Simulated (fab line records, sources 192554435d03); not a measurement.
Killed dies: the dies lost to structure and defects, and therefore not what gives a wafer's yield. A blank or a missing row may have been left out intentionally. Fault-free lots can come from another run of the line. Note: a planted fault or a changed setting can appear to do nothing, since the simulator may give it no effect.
Matching of chambers	flow n5_finfet	N5_MOL_CONTACT_COAG_ETCH_106 on rie_diel-06: 4 sister chambers
The step etches SOC in N2/H2, target depth 80 nm, overetch 16 nm, time 120 s. 20 wafers are shown with their chamber, then 10 later ones without.

== WAFERS PAIRED WITH THEIR CHAMBERS ==
wafer	chamber	showerhead_plenum_p_Torr (Torr)	drypump_motor_current_A (A)	throttle_valve_pct (%)
L075.2	2	2.64	5.0	17.60
L075.3	1	2.62	5.6	17.54
L075.4	1	2.62	5.6	17.53
L076.2	0	2.67	5.2	18.12
L076.4	0	2.67	5.2	18.12
L076.6	1	2.62	5.6	17.52
L084.2	0	2.67	5.2	18.16
L084.4	3	2.49	5.6	17.77
L084.5	1	2.61	5.6	17.56
L086.4	2	2.63	5.0	17.65
L086.5	2	2.63	5.0	17.66
L086.6	3	2.48	5.7	17.77
L089.1	2	2.63	4.9	17.65
L089.3	1	2.61	5.6	17.57
L089.5	2	2.63	4.9	17.67
L093.1	1	2.60	5.6	17.60
L093.3	3	2.48	5.6	17.81
L093.5	3	2.48	5.6	17.79
L094.1	3	2.48	5.6	17.79
L094.2	0	2.66	5.2	18.21

SIGNATURES (averages over the wafers above)
reading	chamber 0	chamber 1	chamber 2	chamber 3	scatter within a chamber
showerhead_plenum_p_Torr	2.6675	2.6133	2.6320	2.4820	0.00596
drypump_motor_current_A	5.200	5.600	4.960	5.620	0.0354
throttle_valve_pct	18.1525	17.5533	17.6460	17.7860	0.0294
Rule: for a wafer and a chamber, the distance is found by dividing, reading by reading, the gap between the wafer's reading and the chamber's mean by the reading's scatter, squaring, summing and taking the root. If the next closest chamber is less than 2 further off than the closest, the wafer can't be placed; otherwise it belongs to the closest. How the scatter is found: for the shown wafers, subtract from each reading the mean of its chamber, square and add these, divide the total by (wafers less chambers), then take the root.

== WAFERS WITHOUT THEIR CHAMBER ==
wafer	showerhead_plenum_p_Torr (Torr)	drypump_motor_current_A (A)	throttle_valve_pct (%)
L094.5	2.63	5.0	17.68
L095.3	2.48	5.7	17.81
L095.5	2.60	5.6	17.60
L095.6	2.63	5.0	17.67
L096.1	2.62	5.0	17.68
L096.3	2.60	5.6	17.61
L096.5	2.47	5.6	17.82
L097.2	2.65	5.2	18.22
L097.3	2.47	5.7	17.82
L097.4	2.62	5.0	17.67

== THE CHAMBER EACH PASSED THROUGH ==
wafer	from the rows above	in truth
L094.5	2	2
L095.3	3	3
L095.5	1	1
L095.6	2	2
L096.1	2	2
L096.3	1	1
L096.5	3	3
L097.2	0	0
L097.3	3	3
L097.4	2	2
10 of 10 placed correctly. Can't be placed from these rows: 0. Wrongly placed: 0.
